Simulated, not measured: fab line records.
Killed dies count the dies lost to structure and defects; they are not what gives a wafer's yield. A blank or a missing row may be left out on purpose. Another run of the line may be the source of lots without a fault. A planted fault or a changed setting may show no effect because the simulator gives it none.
fab line records -- flow nandHarc
record lots=7, wafers=20, lastDay=34
route steps=1302 shown A_ZERO_WELL@412 A_SOURCE_PLATE@413 A_ONON_D1@424 END@1302
lots that met no fault: taken from a fault-free run of the same line
startH: start of the lot's first displayed wafer, in hours after the record's first day -- waitH: hours since the lot's step before -- " identical to the entry in the row above -- L1.1+2: a single row standing in for several wafers -- - no value, or no start was given -- * or withheld: withheld -- < > ~ a bound
route shown NAME@n: a module of which the file shows steps, and the number in the route of the first -- usual: mean/standard deviation of fault-free wafers -- same: alike in all rows -- chamber/n: place in a boat -- sites: per-site readings -- _std_site: standard deviation across them -- _edge_site: outer sites' mean less inner sites' -- radiusMm: for every site, how far away it sits from the centre of the wafer -- mask NAME#n: copy n -- behind: the most recent tool/chamber to have shaped the wafer -- hold: what put the lot on hold/how long, in hours/how the hold closed -- device: the transistor (n, p or np) that didn't switch -- end of line: at the end of the route, the tests of the same wafers -- a step given without rows: its recipe and nothing more -- killed: at the first sort, the dies lost to defects and structure; wafer yield is something else -- map: per-die view of a wafer (x killed, . not killed, _ where there is no die)
set.NAME: the setting the step ran with; set.NAME@STEP: the setting that earlier step ran with -- model.NAME: the simulator's own value behind a step, which no gauge read
lots seen at some steps along the route; tables by step, rows by wafer
services: when a tool's chamber went out of use (startH, in hours from the record's first day, below 0 if earlier), for how many hours, and the reason
## steps
# step NHARC_A_ZERO_WELL_INSPECT_17
# usual rawDefectCount=11/5.2
lot.wafer,tool,chamber,startH,waitH,rawDefectCount
L359.1,defectInspect-02,-,150.42,0.2,7
L359.4,defectInspect-02,-,150.42,0.2,6
L359.6,defectInspect-02,-,150.42,0.2,5
L366.2,defectInspect-02,-,226.58,0.1,17
L366.3,defectInspect-02,-,226.58,0.1,6
L367.2,defectInspect-02,-,236.67,0.1,5
L367.3,defectInspect-02,-,236.67,0.1,5
L367.5,defectInspect-02,-,236.67,0.1,2
L368.1,defectInspect-02,-,252.49,0.2,4
L368.2,defectInspect-02,-,252.49,0.2,6
L368.3,defectInspect-02,-,252.49,0.2,3
L376.3,defectInspect-02,-,318.87,0.1,12
L376.4,defectInspect-02,-,318.87,0.1,6
L376.5,defectInspect-02,-,318.87,0.1,14
L380.2,defectInspect-02,-,363.15,0.1,13
L380.5,defectInspect-02,-,363.15,0.1,8
L380.6,defectInspect-02,-,363.15,0.1,12
L381.1,defectInspect-02,-,378.58,0.2,10
L381.3,defectInspect-02,-,378.58,0.2,8
L381.4,defectInspect-02,-,378.58,0.2,2
# step NHARC_A_SOURCE_PLATE_PRECLEAN_00
# recipe timeS=60, chemistry=HF-LAST
# step NHARC_A_SOURCE_PLATE_SRD_01
# step NHARC_A_SOURCE_PLATE_OXIDE_02
# recipe targetThkA=100, tempC=900, oxTimeS=1362, material=SiO2
# step NHARC_A_SOURCE_PLATE_THK_MEAS_09
# recipe thkMeasGauge=ellipsometry
# usual thkNm=9.7/0.95
lot.wafer,tool,chamber,startH,waitH,thkNm
L359.1,filmMetro-01,-,159.15,0.4,9.9
L359.4,filmMetro-01,-,159.15,0.4,8.2
L359.6,filmMetro-01,-,159.15,0.4,10.5
L366.2,filmMetro-02,-,236.70,0.4,11.5
L366.3,filmMetro-02,-,236.70,0.4,9.0
L367.2,filmMetro-02,-,243.99,0.4,9.1
L367.3,filmMetro-02,-,243.99,0.4,10.3
L367.5,filmMetro-02,-,243.99,0.4,9.6
L368.1,filmMetro-02,-,257.23,0.4,9.8
L368.2,filmMetro-02,-,257.23,0.4,10.0
L368.3,filmMetro-02,-,257.23,0.4,10.0
L376.3,filmMetro-01,-,326.50,0.4,10.8
L376.4,filmMetro-01,-,326.50,0.4,8.1
L376.5,filmMetro-01,-,326.50,0.4,10.7
L380.2,filmMetro-01,-,370.72,0.4,8.8
L380.5,filmMetro-01,-,370.72,0.4,8.8
L380.6,filmMetro-01,-,370.72,0.4,9.8
L381.1,filmMetro-01,-,385.61,0.4,8.8
L381.3,filmMetro-01,-,385.61,0.4,10.9
L381.4,filmMetro-01,-,385.61,0.4,8.6
# step NHARC_A_SOURCE_PLATE_PVD_04
# recipe targetThkA=500, material=WSi2
# step NHARC_A_SOURCE_PLATE_CVD_03
# recipe targetThkA=2000, tempC=620, pressureMtorr=200, timeS=4000, material=poly-Si
# step NHARC_A_SOURCE_PLATE_ANNEAL_05
# recipe tempC=850, timeS=1800
# step NHARC_A_SOURCE_PLATE_THK_MEAS_06
# recipe thkMeasGauge=ellipsometry
# usual thkNm=199.3/2.2
lot.wafer,tool,chamber,startH,waitH,thkNm
L359.1,filmMetro-01,-,175.07,0.4,199.6
L359.4,filmMetro-01,-,175.07,0.4,196.7
L359.6,filmMetro-01,-,175.07,0.4,197.7
L366.2,filmMetro-02,-,249.18,0.4,199.4
L366.3,filmMetro-02,-,249.18,0.4,199.7
L367.2,filmMetro-01,-,256.57,0.4,195.2
L367.3,filmMetro-01,-,256.57,0.4,195.8
L367.5,filmMetro-01,-,256.57,0.4,200.0
L368.1,filmMetro-02,-,271.05,0.4,200.7
L368.2,filmMetro-02,-,271.05,0.4,199.5
L368.3,filmMetro-02,-,271.05,0.4,201.0
L376.3,filmMetro-01,-,339.24,0.4,196.6
L376.4,filmMetro-01,-,339.24,0.4,197.4
L376.5,filmMetro-01,-,339.24,0.4,197.2
L380.2,filmMetro-01,-,383.73,0.4,197.8
L380.5,filmMetro-01,-,383.73,0.4,198.5
L380.6,filmMetro-01,-,383.73,0.4,197.8
L381.1,filmMetro-01,-,398.30,0.4,196.2
L381.3,filmMetro-01,-,398.30,0.4,196.5
L381.4,filmMetro-01,-,398.30,0.4,199.2
# step NHARC_A_SOURCE_PLATE_INSPECT_08
# usual rawDefectCount=54/19
lot.wafer,tool,chamber,startH,waitH,rawDefectCount
L359.1,defectInspect-01,-,175.13,0.0,41
L359.4,defectInspect-01,-,175.13,0.0,44
L359.6,defectInspect-01,-,175.13,0.0,79
L366.2,defectInspect-02,-,249.24,0.0,64
L366.3,defectInspect-02,-,249.24,0.0,62
L367.2,defectInspect-01,-,256.67,0.0,46
L367.3,defectInspect-01,-,256.67,0.0,78
L367.5,defectInspect-01,-,256.67,0.0,58
L368.1,defectInspect-01,-,271.13,0.0,61
L368.2,defectInspect-01,-,271.13,0.0,49
L368.3,defectInspect-01,-,271.13,0.0,47
L376.3,defectInspect-02,-,339.32,0.0,49
L376.4,defectInspect-02,-,339.32,0.0,91
L376.5,defectInspect-02,-,339.32,0.0,68
L380.2,defectInspect-02,-,383.79,0.0,76
L380.5,defectInspect-02,-,383.79,0.0,43
L380.6,defectInspect-02,-,383.79,0.0,53
L381.1,defectInspect-02,-,398.40,0.0,38
L381.3,defectInspect-02,-,398.40,0.0,31
L381.4,defectInspect-02,-,398.40,0.0,38
# step NHARC_A_ONON_D1_DEP_00
# recipe targetThkA=10000, n2FlowSccm=2750, n2oFlowSccm=2000, nh3FlowSccm=500, sih4FlowSccm=210, tempC=400
# usual susceptorTempC=399.98/0.21
lot.wafer,tool,chamber,startH,waitH,susceptorTempC
L359.1,pecvdOnon-03,0,175.19,0.1,400.02
L359.4,pecvdOnon-03,0,175.19,0.1,399.88
L359.6,pecvdOnon-03,0,175.19,0.1,399.81
L366.2,pecvdOnon-03,0,249.36,0.1,400.49
L366.3,pecvdOnon-03,0,249.36,0.1,400.28
L367.2,pecvdOnon-03,0,256.80,0.1,399.81
L367.3,pecvdOnon-03,0,256.80,0.1,400.17
L367.5,pecvdOnon-03,0,256.80,0.1,400.19
L368.1,pecvdOnon-03,0,271.20,0.1,400.09
L368.2,pecvdOnon-03,0,271.20,0.1,399.93
L368.3,pecvdOnon-03,0,271.20,0.1,399.86
L376.3,pecvdOnon-04,0,339.50,0.2,399.86
L376.4,pecvdOnon-04,0,339.50,0.2,399.66
L376.5,pecvdOnon-04,0,339.50,0.2,399.97
L380.2,pecvdOnon-02,0,383.91,0.1,400.17
L380.5,pecvdOnon-02,0,383.91,0.1,400.04
L380.6,pecvdOnon-02,0,383.91,0.1,400.08
L381.1,pecvdOnon-03,0,398.47,0.1,400.03
L381.3,pecvdOnon-03,0,398.47,0.1,399.77
L381.4,pecvdOnon-03,0,398.47,0.1,399.72
# step NHARC_A_ONON_D1_THK_MEAS_02
# recipe thkMeasGauge=ellipsometry
# usual thkNm=999/7.4
lot.wafer,tool,chamber,startH,waitH,thkNm
L359.1,filmMetro-01,-,175.71,-,1005
L359.4,filmMetro-01,-,175.71,-,1003
L359.6,filmMetro-01,-,175.71,-,1006
L366.2,filmMetro-02,-,249.82,-,638
L366.3,filmMetro-02,-,249.82,-,1007
L367.2,filmMetro-02,-,257.25,-,624
L367.3,filmMetro-02,-,257.25,-,995
L367.5,filmMetro-02,-,257.25,-,992
L368.1,filmMetro-02,-,271.71,-,988
L368.2,filmMetro-02,-,271.71,-,616
L368.3,filmMetro-02,-,271.71,-,989
L376.3,filmMetro-02,-,339.90,-,986
L376.4,filmMetro-02,-,339.90,-,985
L376.5,filmMetro-02,-,339.90,-,986
L380.2,filmMetro-01,-,384.36,-,1001
L380.5,filmMetro-01,-,384.36,-,1001
L380.6,filmMetro-01,-,384.36,-,1000
L381.1,filmMetro-01,-,398.98,-,999
L381.3,filmMetro-01,-,398.98,-,998
L381.4,filmMetro-01,-,398.98,-,999
# step NHARC_A_ONON_D1_DEP_03
# recipe targetThkA=10000, n2FlowSccm=2750, n2oFlowSccm=2000, nh3FlowSccm=500, sih4FlowSccm=210, tempC=400
# step NHARC_END_SORT_01
# recipe tempC=25
# usual killedAtArray=52/17, killedAtOther=0.9/1.2, killedAtPeriphery=3.9/2.7, killedDies=57/16, killedOpen=3.3/1.9, killedShort=2.5/1.5
# same grossDies=677
lot.wafer,tool,chamber,startH,waitH,killedAtArray,killedAtOther,killedAtPeriphery,killedDies,killedOpen,killedShort
L359.1,prober-01,0,585.24,2.5,74,0,4,78,6,1
L359.4,prober-01,0,587.64,3.4,76,1,2,79,3,2
L359.6,prober-01,0,589.24,4.0,71,0,3,74,5,1
L366.2,prober-02,0,647.85,2.8,676,0,1,677,1,2
L367.2,prober-02,0,655.62,2.8,670,3,4,677,1,4
L368.2,prober-02,0,670.59,2.8,669,0,8,677,1,0
# killed by level:class
L359.1 A_CHANNEL_HOLE_D1:chamberFilmFlake=29 A_CHANNEL_HOLE_D2:chamberFilmFlake=19 A_SLIT:chamberFilmFlake=11 A_CONTACT:chamberFilmFlake=6 A_STAIRCASE:chamberFilmFlake=4 P_GATE:geometricParticle:open=1 P_CONTACT:geometricParticle:open=1 P_M0:geometricParticle:open=1
L359.4 A_CHANNEL_HOLE_D1:chamberFilmFlake=28 A_CHANNEL_HOLE_D2:chamberFilmFlake=20 A_SLIT:chamberFilmFlake=18 A_CONTACT:chamberFilmFlake=5 A_STAIRCASE:chamberFilmFlake=2 P_GATE:geometricParticle:short=1 P_CONTACT:geometricParticle:short=1 A_CHANNEL_FILL_D2:geometricParticle:open=1
L359.6 A_CHANNEL_HOLE_D2:chamberFilmFlake=28 A_CHANNEL_HOLE_D1:chamberFilmFlake=22 A_SLIT:chamberFilmFlake=12 A_CONTACT:chamberFilmFlake=2 P_M1:geometricParticle:open=1 P_M2:geometricParticle:open=1 A_DECK1_JOINT:geometricParticle:open=1 A_ONON_D2:geometricParticle:short=1
L366.2 A_ONON_D1:areaDep=636 A_CHANNEL_HOLE_D2:chamberFilmFlake=13 A_SLIT:chamberFilmFlake=10 A_CONTACT:chamberFilmFlake=9 A_CHANNEL_HOLE_D1:chamberFilmFlake=3 P_M0:geometricParticle:open=1 A_ONON_D2:geometricParticle:short=1 A_CHANNEL_FILL_D2:geometricParticle:short=1
L367.2 A_ONON_D1:areaDep=611 A_CHANNEL_HOLE_D1:chamberFilmFlake=34 A_CHANNEL_HOLE_D2:chamberFilmFlake=14 A_CONTACT:chamberFilmFlake=3 THIN_TSV:chamberFilmFlake=3 A_CHANNEL_FILL_D1:geometricParticle:short=2 P_STI:chamberFilmFlake=2 A_CHANNEL_FILL_D1:chamberFilmFlake=2
L368.2 A_ONON_D1:areaDep=640 A_SLIT:chamberFilmFlake=11 A_CONTACT:chamberFilmFlake=8 A_CHANNEL_HOLE_D1:chamberFilmFlake=6 P_GATE:chamberFilmFlake=5 A_M1:chamberFilmFlake=3 P_ZERO_WELL:chamberFilmFlake=2 P_M0:geometricParticle:open=1
# map L366.2 (x killed, . not)
____________x____________
_________xxxxxxx_________
_______xxxxxxxxxxx_______
______xxxxxxxxxxxxx______
_____xxxxxxxxxxxxxxx_____
____xxxxxxxxxxxxxxxxx____
____xxxxxxxxxxxxxxxxx____
___xxxxxxxxxxxxxxxxxxx___
___xxxxxxxxxxxxxxxxxxx___
__xxxxxxxxxxxxxxxxxxxxx__
__xxxxxxxxxxxxxxxxxxxxx__
_xxxxxxxxxxxxxxxxxxxxxxx_
_xxxxxxxxxxxxxxxxxxxxxxx_
_xxxxxxxxxxxxxxxxxxxxxxx_
_xxxxxxxxxxxxxxxxxxxxxxx_
_xxxxxxxxxxxxxxxxxxxxxxx_
xxxxxxxxxxxxxxxxxxxxxxxxx
xxxxxxxxxxxxxxxxxxxxxxxxx
xxxxxxxxxxxxxxxxxxxxxxxxx
xxxxxxxxxxxxxxxxxxxxxxxxx
xxxxxxxxxxxxxxxxxxxxxxxxx
_xxxxxxxxxxxxxxxxxxxxxxx_
_xxxxxxxxxxxxxxxxxxxxxxx_
_xxxxxxxxxxxxxxxxxxxxxxx_
_xxxxxxxxxxxxxxxxxxxxxxx_
_xxxxxxxxxxxxxxxxxxxxxxx_
__xxxxxxxxxxxxxxxxxxxxx__
__xxxxxxxxxxxxxxxxxxxxx__
___xxxxxxxxxxxxxxxxxxx___
___xxxxxxxxxxxxxxxxxxx___
____xxxxxxxxxxxxxxxxx____
____xxxxxxxxxxxxxxxxx____
_____xxxxxxxxxxxxxxx_____
______xxxxxxxxxxxxx______
_______xxxxxxxxxxx_______
_________xxxxxxx_________
____________x____________
# map L367.2 (x killed, . not)
____________x____________
_________xxxxxxx_________
_______xxxxxxxxxxx_______
______xxxxxxxxxxxxx______
_____xxxxxxxxxxxxxxx_____
____xxxxxxxxxxxxxxxxx____
____xxxxxxxxxxxxxxxxx____
___xxxxxxxxxxxxxxxxxxx___
___xxxxxxxxxxxxxxxxxxx___
__xxxxxxxxxxxxxxxxxxxxx__
__xxxxxxxxxxxxxxxxxxxxx__
_xxxxxxxxxxxxxxxxxxxxxxx_
_xxxxxxxxxxxxxxxxxxxxxxx_
_xxxxxxxxxxxxxxxxxxxxxxx_
_xxxxxxxxxxxxxxxxxxxxxxx_
_xxxxxxxxxxxxxxxxxxxxxxx_
xxxxxxxxxxxxxxxxxxxxxxxxx
xxxxxxxxxxxxxxxxxxxxxxxxx
xxxxxxxxxxxxxxxxxxxxxxxxx
xxxxxxxxxxxxxxxxxxxxxxxxx
xxxxxxxxxxxxxxxxxxxxxxxxx
_xxxxxxxxxxxxxxxxxxxxxxx_
_xxxxxxxxxxxxxxxxxxxxxxx_
_xxxxxxxxxxxxxxxxxxxxxxx_
_xxxxxxxxxxxxxxxxxxxxxxx_
_xxxxxxxxxxxxxxxxxxxxxxx_
__xxxxxxxxxxxxxxxxxxxxx__
__xxxxxxxxxxxxxxxxxxxxx__
___xxxxxxxxxxxxxxxxxxx___
___xxxxxxxxxxxxxxxxxxx___
____xxxxxxxxxxxxxxxxx____
____xxxxxxxxxxxxxxxxx____
_____xxxxxxxxxxxxxxx_____
______xxxxxxxxxxxxx______
_______xxxxxxxxxxx_______
_________xxxxxxx_________
____________x____________
## services
tool,chamber,startH,hours,kind
pecvdOnon-02,-,185.24,13.0,pm
pecvdOnon-03,-,227.00,13.0,pm
pecvdOnon-04,-,311.32,13.0,pm
pecvdOnon-02,-,366.24,13.0,pm
## key
firstSign step=NHARC_A_ONON_D1_THK_MEAS_02, reading=thkNm, direction=down, sigmas=50, usual=999, struck=626
effect step=NHARC_END_SORT_01, reading=killedDies, direction=up, sigmas=38, usual=57, struck=677
moreKillsBornAt NHARC_A_ONON_D1_DEP_00@pecvdOnon-03=1887
metAt NHARC_A_ONON_D1_DEP_00
struckWafers L366.2,L367.2,L368.2
laterRowsLeftOut L366.2,L367.2,L368.2
testerLeftOut L366,L367,L368
onsetBetween 175.19 249.36
fault kind=processParameterDrift, tool=pecvdOnon-03, chamber=-, onsetH=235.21, steps=NHARC_A_ONON_D1_DEP_00, channel=targetThkA, offset=*, shape=step, endH=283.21, scope=struckWafersOnly, actsIn=*, stated=*
# testerLeftOut: of these lots the tester's yield and bins aren't shown, on N5 and GAA mostly nor the transistor test; their killed dies are dies lost to structure and defects alone, not to doping, threshold or leakage, so they don't give the yield
# laterRowsLeftOut: the simulator's readings of these wafers behind a module that went badly wrong aren't trusted and aren't shown, but for the sort
